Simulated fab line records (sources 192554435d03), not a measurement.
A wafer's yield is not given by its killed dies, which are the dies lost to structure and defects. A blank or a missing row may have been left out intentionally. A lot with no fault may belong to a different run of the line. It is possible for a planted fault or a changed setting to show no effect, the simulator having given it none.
Which tool was responsible? | flow n5Finfet | 27 wafers from 9 lots sampled at 6 of the route's 1938 steps

## WHAT THE GAUGES SHOWED, per wafer
N5_STI_FIN_REVEAL_INSPECT_13: inspects for defects (darkfield).
lot  | measured    | on               | rawDefectCount
L711 | day 2 21:38 | defectInspect-01 | 13 15 9
L713 | day 3 08:10 | defectInspect-01 | 14 18 8
L714 | day 3 13:37 | defectInspect-02 | 818 844 810
L715 | day 3 19:09 | defectInspect-01 | 750 852 790
L724 | day 6 01:14 | defectInspect-01 | 10 15 13
L729 | day 7 13:07 | defectInspect-02 | 16 17 12
L730 | day 7 13:43 | defectInspect-02 | 5 15 13
L731 | day 7 23:42 | defectInspect-02 | 10 8 14
L733 | day 8 07:53 | defectInspect-01 | 6 12 14

N5_BEOL_M4_RC_MEAS_101.
lot  | measured     | on        | DIBL_N (mV/V)  | DIBL_P (mV/V)  | IOFF_N (nA/um)    | IOFF_P (nA/um)    | ION_N (uA/um) | ION_P (uA/um) | SS_N (mV/dec)  | SS_P (mV/dec)  | VT_N (mV)         | VT_P (mV)
L711 | day 8 04:57  | prober-02 | 34.9 34.1 35.3 | 33.6 33.5 35.0 | 0.130 0.120 0.145 | 0.184 0.181 0.213 | 652 660 664   | 452 455 463   | 71.9 71.0 71.7 | 72.2 72.6 72.7 | 256.1 254.3 251.9 | -249.7 -250.7 -250.3
L713 | day 9 02:19  | prober-02 | 36.2 37.7 35.9 | 35.5 36.6 35.5 | 0.143 0.163 0.145 | 0.188 0.202 0.190 | 669 666 674   | 458 456 462   | 71.7 72.1 71.3 | 72.4 73.5 72.6 | 251.5 251.0 250.1 | -255.1 -252.9 -252.0
L714 | day 9 06:42  | prober-01 | 36.1 36.0 35.6 | 36.3 36.4 36.0 | 0.168 0.163 0.172 | 0.217 0.207 0.213 | 675 676 673   | 460 458 457   | 72.0 71.1 71.3 | 73.0 73.4 73.2 | 247.6 250.3 248.9 | -250.3 -251.0 -250.2
L715 | day 8 23:53  | prober-01 | 32.8 35.5 35.6 | 34.9 37.1 37.1 | 0.126 0.165 0.161 | 0.168 0.200 0.208 | 663 671 668   | 453 456 459   | 71.3 71.5 72.1 | 73.3 73.6 73.6 | 254.2 250.1 251.3 | -257.0 -254.1 -250.2
L724 | day 11 12:03 | prober-01 | 36.9 37.7 36.5 | 36.8 37.6 35.2 | 0.183 0.198 0.170 | 0.244 0.260 0.227 | 684 671 670   | 467 463 461   | 72.1 72.6 72.4 | 74.0 73.6 73.7 | 246.3 244.0 248.2 | -249.6 -246.0 -249.3
L729 | day 12 22:56 | prober-01 | 36.6 36.3 35.4 | 37.5 37.9 36.6 | 0.168 0.170 0.149 | 0.213 0.217 0.199 | 682 676 668   | 461 460 461   | 72.3 72.0 72.8 | 73.8 74.1 73.7 | 248.7 248.1 250.8 | -250.7 -251.7 -250.6
L730 | day 12 22:28 | prober-02 | 39.1 38.5 37.6 | 39.8 39.4 38.0 | 0.211 0.195 0.187 | 0.260 0.250 0.231 | 682 685 686   | 462 464 469   | 72.3 72.4 71.8 | 74.4 73.7 73.0 | 243.3 248.6 243.6 | -250.6 -249.5 -249.3
L731 | day 13 16:23 | prober-01 | 35.4 36.3 37.0 | 36.7 38.7 39.4 | 0.188 0.205 0.231 | 0.220 0.250 0.267 | 688 680 676   | 469 465 462   | 71.3 71.7 72.3 | 73.3 73.7 74.4 | 243.8 244.3 243.5 | -248.9 -249.2 -249.4
L733 | day 13 23:38 | prober-02 | 35.6 34.9 33.5 | 34.0 34.2 32.8 | 0.141 0.131 0.113 | 0.186 0.198 0.168 | 649 668 654   | 448 462 454   | 71.7 71.1 71.0 | 72.6 73.4 72.6 | 255.4 250.9 256.9 | -253.7 -251.9 -252.6

## EACH LOT AND THE TOOL THAT RAN IT (in order: tool; ch and the chambers of the sampled wafers; start)
lot  | N5_FIN_CUT_PRECLEAN_35           | N5_STI_FIN_REVEAL_STRIP_24       | N5_STI_FIN_REVEAL_ETCH_34      | N5_STI_FIN_REVEAL_OXIDATION_33
L711 | vaporEtch-01 ch 0,1, day 2 10:56 | rieDiel-05 ch 0,2,3, day 2 18:36 | rieSi-04 ch 2,3, day 2 20:56   | plasmaAsher-02 ch 0,1, day 2 21:22
L713 | vaporEtch-01 ch 0,1, day 2 22:53 | rieDiel-02 ch 0,1,3, day 3 05:07 | rieSi-03 ch 0,3, day 3 07:28   | plasmaAsher-02 ch 0,1, day 3 07:53
L714 | vaporEtch-02 ch 0,1, day 3 04:20 | rieDiel-02 ch 0,1,2, day 3 10:37 | rieSi-01 ch 0,3, day 3 12:55   | plasmaAsher-01 ch 0,1, day 3 13:20
L715 | vaporEtch-02 ch 0,1, day 3 09:28 | rieDiel-02 ch 1,3, day 3 16:08   | rieSi-03 ch 0,1,3, day 3 18:27 | plasmaAsher-02 ch 0,1, day 3 18:52
L724 | vaporEtch-01 ch 0, day 5 15:44   | rieDiel-06 ch 0,1,2, day 5 22:12 | rieSi-03 ch 1,2,3, day 6 00:32 | plasmaAsher-02 ch 0,1, day 6 00:58
L729 | vaporEtch-02 ch 0,1, day 7 03:53 | rieDiel-06 ch 1,2, day 7 10:05   | rieSi-01 ch 0,2, day 7 12:25   | plasmaAsher-01 ch 0, day 7 12:50
L730 | vaporEtch-02 ch 0,1, day 7 04:19 | rieDiel-06 ch 1,2,3, day 7 10:43 | rieSi-01 ch 0,2,3, day 7 13:01 | plasmaAsher-01 ch 0,1, day 7 13:26
L731 | vaporEtch-01 ch 0,1, day 7 11:53 | rieDiel-02 ch 0,2,3, day 7 19:05 | rieSi-03 ch 0,1,3, day 7 23:01 | plasmaAsher-01 ch 0,1, day 7 23:25
L733 | vaporEtch-02 ch 0,1, day 7 22:41 | rieDiel-05 ch 1,2,3, day 8 04:51 | rieSi-01 ch 0,2,3, day 8 07:11 | plasmaAsher-02 ch 0,1, day 8 07:35
- N5_FIN_CUT_PRECLEAN_35: cleans in vHF, time 13.3 s.
- N5_STI_FIN_REVEAL_STRIP_24: strips in N2/H2, time 90 s.
- N5_STI_FIN_REVEAL_ETCH_34: etches Si in H2, material Si, target depth 0.97 nm.
- N5_STI_FIN_REVEAL_OXIDATION_33: chemistry O2 PLASMA REMOTE, time 20 s.

## AS READ BY THE TOOLS THEMSELVES (means over the sampled wafers that have a number; for cases with no such wafer, the mark the record gives instead)
N5_FIN_CUT_PRECLEAN_35.
lot  | tool         | drypumpMotorCurrentA (A)
L711 | vaporEtch-01 | 6.0
L713 | vaporEtch-01 | 6.1
L714 | vaporEtch-02 | 5.9
L715 | vaporEtch-02 | 5.9
L724 | vaporEtch-01 | 6.2
L729 | vaporEtch-02 | 5.5
L730 | vaporEtch-02 | 5.9
L731 | vaporEtch-01 | 6.1
L733 | vaporEtch-02 | 5.9

N5_STI_FIN_REVEAL_STRIP_24.
lot  | tool       | drypumpMotorCurrentA (A) | oesProductAu (a.u.) | rfVppV (V) | showerheadPlenumPTorr (Torr) | throttleValvePct (%)
L711 | rieDiel-05 | 5.4                      | 0.70                | 45.1       | 3.35                         | 12.34
L713 | rieDiel-02 | 6.3                      | 0.78                | 45.7       | 3.44                         | 12.05
L714 | rieDiel-02 | 6.3                      | 0.80                | 44.8       | 3.49                         | 12.00
L715 | rieDiel-02 | 6.3                      | 0.80                | 45.6       | 3.50                         | 12.02
L724 | rieDiel-06 | 5.6                      | 0.70                | 45.0       | 3.26                         | 12.67
L729 | rieDiel-06 | 5.6                      | 0.69                | 44.6       | 3.21                         | 12.79
L730 | rieDiel-06 | 5.6                      | 0.76                | 45.5       | 3.34                         | 12.46
L731 | rieDiel-02 | 6.0                      | 0.71                | 45.3       | 3.40                         | 12.24
L733 | rieDiel-05 | 5.2                      | 0.81                | 45.2       | 3.51                         | 12.20

N5_STI_FIN_REVEAL_ETCH_34.
lot  | tool     | drypumpMotorCurrentA (A) | oesProductAu (a.u.) | throttleValvePct (%)
L711 | rieSi-04 | 6.5                      | 1.012               | 25.43
L713 | rieSi-03 | 5.6                      | 0.999               | 25.54
L714 | rieSi-01 | 5.1                      | 1.029               | 25.88
L715 | rieSi-03 | 5.8                      | 1.010               | 25.73
L724 | rieSi-03 | 5.9                      | 1.017               | 25.91
L729 | rieSi-01 | 5.4                      | 1.018               | 25.94
L730 | rieSi-01 | 5.4                      | 1.007               | 25.80
L731 | rieSi-03 | 5.8                      | 1.007               | 25.73
L733 | rieSi-01 | 5.4                      | 1.015               | 25.81

N5_STI_FIN_REVEAL_OXIDATION_33.
lot  | tool           | drypumpMotorCurrentA (A) | heaterPowerW (W)
L711 | plasmaAsher-02 | 5.49                     | 149
L713 | plasmaAsher-02 | 5.61                     | 155
L714 | plasmaAsher-01 | 5.48                     | 157
L715 | plasmaAsher-02 | 5.51                     | 148
L724 | plasmaAsher-02 | 5.63                     | 158
L729 | plasmaAsher-01 | 5.58                     | 162
L730 | plasmaAsher-01 | 5.49                     | 157
L731 | plasmaAsher-01 | 5.38                     | 149
L733 | plasmaAsher-02 | 5.50                     | 151

## THE ANSWER, worked out from the rows above alone
Rule: what is usual is taken from the lots themselves. Put in order of their means at a reading, lots are off if they are a third of the lots or fewer, leave a main group of 4 or more, and stand apart from it by a gap of 3 or more times the standard deviation of the main group's means; of several such gaps the widest counts. A main group is skipped when, at the precision printed for the reading in the tables above, its means are all equal. A lot without any number at a reading at which 4 lots or more have one is off too. The other lots that the step has rows for count as sound. Order of review: gauges by route order, followed by the tools' own readings, for which a lot's mean as printed above is used. The first step at which some lot is off is used, and at that step the reading that is off furthest; a lot without a number counts as furthest.
Off at N5_STI_FIN_REVEAL_INSPECT_13 (rawDefectCount): L714, L715. The main group: mean 12, standard deviation 1.5.
A tool fits if, at a process step before that reading, it ran every lot that is off, and no sound lot after the first of them. Gauges at N5_STI_FIN_REVEAL_INSPECT_13: tried the same way as those tools. None of those tried fits.

## WHAT WAS PUT IN BY THE SIMULATOR
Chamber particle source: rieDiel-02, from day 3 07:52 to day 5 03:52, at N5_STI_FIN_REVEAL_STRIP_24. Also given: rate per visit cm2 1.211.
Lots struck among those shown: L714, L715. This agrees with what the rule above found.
